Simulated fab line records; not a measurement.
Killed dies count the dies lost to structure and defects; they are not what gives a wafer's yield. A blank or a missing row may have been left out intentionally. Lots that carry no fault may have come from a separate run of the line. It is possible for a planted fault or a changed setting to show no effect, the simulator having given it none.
Which tool did it? ; flow nand_harc ; 72 wafers from 24 lots sampled at 2 of the route's 1302 steps

## WHAT EACH GAUGE READ, for each wafer
NHARC_A_ONON_D2_THK_MEAS_02: measures by ellipsometry.
lot;measured;on;thk_nm (nm)
L074;day 12 13:22;film_metro-01;1010 1011 1010
L075;day 12 13:23;film_metro-02;979 980 980
L076;day 13 11:14;film_metro-02;992 991 992
L077;day 13 11:15;film_metro-01;994 995 995
L078;day 13 18:12;film_metro-02;993 993 994
L080;day 14 10:43;film_metro-02;1007 1008 1009
L079;day 14 10:58;film_metro-02;1012 1013 1012
L081;day 15 04:55;film_metro-01;1010 1009 1009
L082;day 15 20:50;film_metro-02;1032 1030 1030
L084;day 16 12:52;film_metro-01;1002 1002 1001
L083;day 16 12:52;film_metro-02;1002 1004 1004
L086;day 17 10:22;film_metro-02;1008 1006 1007
L085;day 17 10:48;film_metro-01;990 990 992
L087;day 18 11:53;film_metro-02;1004 1002 1004
L088;day 18 17:21;film_metro-02;996 997 998
L089;day 18 17:23;film_metro-01;992 995 993
L090;day 19 11:05;film_metro-02;997 998 997
L091;day 19 18:25;film_metro-02;991 992 992
L092;day 19 18:26;film_metro-01;990 988 988
L093;day 19 21:05;film_metro-02;1009 1007 1008
L094;day 21 02:53;film_metro-02;1011 1013 1013
L095;day 21 16:29;film_metro-02;1010 1009 1009
L096;day 22 00:58;film_metro-01;1002 1001 1004
L097;day 22 05:04;film_metro-01;990 989 989

NHARC_A_CHANNEL_HOLE_D2_CD_MEAS_18.
lot;measured;on;cd_nm (nm)
L074;day 13 05:57;cd_sem-03;97.6 99.2 94.3
L075;day 13 05:47;cd_sem-03;101.0 101.5 101.9
L076;day 14 08:28;cd_sem-03;97.8 97.7 95.0
L077;day 14 08:40;cd_sem-02;101.0 97.5 98.6
L078;day 14 14:17;cd_sem-03;99.7 98.4 101.4
L080;day 15 04:14;cd_sem-02;97.2 102.1 96.7
L079;day 15 03:42;cd_sem-01;99.4 99.4 98.0
L081;day 15 22:24;cd_sem-02;100.4 99.5 100.9
L082;day 16 13:42;cd_sem-01;97.2 101.7 105.5
L084;day 17 06:49;cd_sem-01;98.0 102.7 103.1
L083;day 17 05:58;cd_sem-01;97.6 98.4 100.5
L086;day 18 03:49;cd_sem-03;99.6 103.1 103.1
L085;day 18 03:30;cd_sem-02;96.8 102.9 95.5
L087;day 19 04:38;cd_sem-02;101.8 98.2 100.5
L088;day 19 12:38;cd_sem-01;97.8 94.6 101.9
L089;day 19 14:18;cd_sem-01;99.2 96.1 99.4
L090;day 20 04:03;cd_sem-02;97.1 102.5 103.5
L091;day 20 11:02;cd_sem-03;101.8 101.1 101.3
L092;day 20 11:23;cd_sem-02;102.3 101.8 102.0
L093;day 20 11:53;cd_sem-01;99.6 97.8 96.3
L094;day 21 21:17;cd_sem-03;97.6 101.1 100.3
L095;day 22 09:16;cd_sem-02;96.4 101.1 97.4
L096;day 22 21:55;cd_sem-01;95.8 99.8 102.7
L097;day 22 19:52;cd_sem-01;95.4 99.2 97.5

## WHICH TOOL RAN EACH LOT (tool, then ch and the chambers of the sampled wafers, then the start)
The record holds no process step before these readings.

## AS READ BY THE TOOLS THEMSELVES (means over the sampled wafers that have a number; for cases with no such wafer, the mark the record gives instead)
The record holds no such reading with a usual standard deviation.

## THE ANSWER, worked out from the rows above alone
Rule: the usual values come from the lots themselves. Put in order of their means at a reading, lots are off if they are a third of the lots or fewer, leave a main group of 4 or more, and stand apart from it by a gap of 3 or more times the standard deviation of the main group's means; of several such gaps the widest counts. The tables above print the reading to a certain number of digits; a main group whose means all agree to those digits is not used. Also off: a lot with no number at a reading for which 4 or more lots have one. Any other lot the step has rows for is counted as sound. First the gauges in route order, then the tools' own readings, where a lot's mean is used as printed above. The first step at which some lot is off is used, and at that step the reading that is off furthest; a lot without a number counts as furthest.
Nothing can be told from this: no lot is off at any reading shown.

## WHAT WAS PUT IN BY THE SIMULATOR
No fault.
